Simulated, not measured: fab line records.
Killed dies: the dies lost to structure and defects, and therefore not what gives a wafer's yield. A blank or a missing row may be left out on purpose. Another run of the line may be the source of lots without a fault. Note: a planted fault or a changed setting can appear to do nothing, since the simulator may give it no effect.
Comparing a struck lot with a sound one :: flow n5_finfet :: 19 steps out of a route of 1938
Sound: the wafers L184.2, L184.4, L184.5. Wafers L195.1, L195.4, L195.6 were the ones struck. The cause comes at the end.
Each step with rows lists, per side, the tool, then ch with its chambers, then its first start. Under that, the readings that differ: sound wafers :: struck wafers :: difference of the means :: sigmas: that difference in standard deviations of wafers without a fault.
alike: readings whose means differ by less than 2 such deviations, and words and numbers that are the same on both sides. not compared: withheld readings, readings that some wafer has no value for, bounds like >300 that may hide the same value, and numbers for which the record gives no deviation and whose values overlap.
Wherever a step has rows on one side only, a row that says differs or no value, or a row with sigmas, the two part there. When numbers do not overlap yet have no deviation, they are printed without sigmas and do not part them. Lack of a reading on every wafer of one side parts them only where that side has two or more wafers.

first, 8 steps without rows for these wafers: N5_BEOL_M4_COAT_68 (time 60 s, resist thk 12 nm); N5_BEOL_M4_COAT_76 (time 60 s, resist thk 5 nm); N5_BEOL_M4_COAT_22 (resist thk 30 nm); N5_BEOL_M4_EBR_24; N5_BEOL_M4_SOFTBAKE_23 (time 60 s); N5_BEOL_M4_EXPOSE_25 (exposes mask V3, defocus 5 nm); N5_BEOL_M4_PEB_26 (peb time 60 s); N5_BEOL_M4_DEVELOP_27 (develop time 30 s).
N5_BEOL_M4_CD_MEAS_28: target cd 26.2 nm, target cd y 24.1 nm.
  sound on cd_sem-02 ch 0, day 9 20:42; struck on cd_sem-02 ch 0, day 12 04:29
  alike: cd_nm
N5_BEOL_M4_OVL_MEAS_29:
  sound on overlay-02 ch 0, day 9 20:44; struck on overlay-02 ch 0, day 12 04:31
  alike: V3_OVL
N5_BEOL_M4_INSPECT_30: inspects for defects (brightfield).
  sound: defect_inspect-01 at day 9 20:47; struck: defect_inspect-01 at day 12 04:34
  alike: raw_defect_count
N5_BEOL_M4_DESCUM_33: chemistry O2, time 7 s.
  sound on rie_diel-06 ch 2,3, day 9 21:16; struck on rie_diel-03 ch 0,2,3, day 12 04:42
reading: rf_vpp_V (V)
sound: 244.0 247.5 244.8
struck: 241.2 244.0 241.7
difference: -3.1
sigmas: -2
  alike: chamber_pressure_mTorr, drypump_motor_current_A, oes_product_au, showerhead_plenum_p_Torr, throttle_valve_pct
  not compared: rf_hours_counter_h
N5_BEOL_M4_ETCH_77: etches underlayer in N2/H2, target depth 6.5 nm, time 5.2 s.
  sound on rie_diel-06 ch 2,3, day 9 21:17; struck on rie_diel-03 ch 0,2,3, day 12 04:44
  no value came back on the struck wafers for any of 8 readings (bias_w (W), chamber_pressure_mTorr (mTorr) and others); on the sound wafers bias_w (W) reads 150.8 149.3 149.6
reading: model.CAR-EUV_of_BEOL_M4_COAT_22.thk_nm (nm)
sound: 20.4 20.4 20.4
struck: 26.2 26.2 26.2
difference: +5.8
sigmas: 
  not compared: rf_hours_counter_h
N5_BEOL_M4_ETCH_69: etches SiARC in CF4, target depth 15.6 nm, time 26 s.
  sound on rie_diel-06 ch 2,3, day 9 21:19; struck on rie_diel-03 ch 0,2,3, day 12 04:46
  alike: bias_w, cf4_flow_sccm, chamber_pressure_mTorr, drypump_motor_current_A, etch_rf_on_time_s, oes_product_au, rf_vpp_V, showerhead_plenum_p_Torr, throttle_valve_pct
  not compared: rf_hours_counter_h
N5_BEOL_M4_ALD_98: deposits SiO2, target thk 2.5 nm, pulse time 1 s, co reactant pulse time 1 s.
  sound on ald_sin-02 ch 0,2,3, day 9 21:31; struck on ald_sin-04 ch 0,3, day 12 04:50
  alike: heater_power_w, precursor_pulse_height_rel
N5_BEOL_M4_ETCHBACK_99: etches SiO2 in CHF3, target depth 5 nm, time 10.4 s.
  sound on rie_diel-04 ch 1,2,3, day 10 11:40; struck on rie_diel-04 ch 0,3, day 13 07:25
reading: model.CAR-EUV_of_BEOL_M4_COAT_22.thk_nm (nm)
sound: 10.6 10.6 10.4
struck: 16.2 16.2 16.4
difference: +5.7
sigmas: 
  alike: CHF3_flow_sccm, chamber_pressure_mTorr, drypump_motor_current_A, oes_product_au, rf_vpp_V, showerhead_plenum_p_Torr, throttle_valve_pct
  not compared: rf_hours_counter_h
N5_BEOL_M4_ETCH_70: etches SOC in N2/H2, target depth 80 nm, overetch 24 nm, time 130 s.
  sound on rie_diel-04 ch 1,2,3, day 10 11:43; struck on rie_diel-04 ch 0,3, day 13 07:27
  alike: bias_w, chamber_pressure_mTorr, drypump_motor_current_A, oes_product_au, rf_vpp_V, showerhead_plenum_p_Torr, throttle_valve_pct
  not compared: rf_hours_counter_h
N5_BEOL_M4_RC_MEAS_101:
  sound on prober-02 ch 0, day 10 16:28; struck on prober-02 ch 0, day 13 11:27
  alike: DIBL_N, DIBL_P, IOFF_N, IOFF_P, ION_N, ION_P, SS_N, SS_P, VT_N, VT_P
then, 1 step without rows for these wafers: N5_PASSIVATION_PROBE_49.

WHERE THEY PART
Earliest at N5_BEOL_M4_DESCUM_33; latest, in this record, at N5_BEOL_M4_ETCH_77. Later steps at which nothing parts them and some readings are alike: N5_BEOL_M4_ETCH_69, N5_BEOL_M4_ALD_98, N5_BEOL_M4_ETCHBACK_99, N5_BEOL_M4_ETCH_70, N5_BEOL_M4_RC_MEAS_101.

WHY: whatever the simulator had introduced
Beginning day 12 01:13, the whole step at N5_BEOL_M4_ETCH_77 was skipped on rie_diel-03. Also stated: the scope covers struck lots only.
